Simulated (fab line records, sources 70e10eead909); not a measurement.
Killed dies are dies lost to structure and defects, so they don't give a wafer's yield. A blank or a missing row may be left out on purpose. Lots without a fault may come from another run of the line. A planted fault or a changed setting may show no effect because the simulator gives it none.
Chamber matching | flow nand_harc | NHARC_P_M2_DESCUM_14 on rie_diel-06: 4 sister chambers
The step chemistry O2, time 3 s. 4 wafers are shown with their chamber, then 12 later ones without.

WAFERS WITH THEIR CHAMBER
wafer  | chamber | drypump_motor_current_A (A)
L087.3 | 0       | 6.2
L087.4 | 1       | 5.9
L090.4 | 2       | 6.1
L090.5 | 3       | 5.3

WAFERS WITHOUT THEIR CHAMBER
wafer  | drypump_motor_current_A (A)
L092.1 | 6.1
L092.3 | 5.3
L092.5 | 6.1
L095.4 | 6.0
L095.5 | 5.3
L095.6 | 6.1
L094.2 | 5.8
L094.3 | 6.1
L094.4 | 5.4
L096.1 | 6.2
L096.3 | 5.9
L096.6 | 5.9

WHICH CHAMBER EACH WENT THROUGH
wafer  | from the rows above     | in truth
L092.1 | 2                       | 2
L092.3 | 3                       | 3
L092.5 | 2                       | 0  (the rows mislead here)
L095.4 | can't be placed: 1 or 2 | 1
L095.5 | 3                       | 3
L095.6 | 2                       | 2
L094.2 | 1                       | 1
L094.3 | 2                       | 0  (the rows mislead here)
L094.4 | 3                       | 3
L096.1 | 0                       | 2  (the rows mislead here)
L096.3 | 1                       | 1
L096.6 | 1                       | 1
Placed correctly: 8 of 12. Can't be placed from these rows: 1 (the true chamber is among the candidates in 1). Placed wrongly: 3.
How it was worked out, from the rows above alone: a wafer's distance from a chamber is the root of the sum, over the readings, of the square of ((its reading less the chamber's mean) divided by the reading's scatter). The wafer belongs to the nearest chamber; if the next one is less than 2 further off, it can't be placed. A chamber's mean is the mean of its shown wafers. The scatter: with one shown wafer a chamber, the root of the mean of the squares of how far each hidden wafer lies from its nearest shown one.
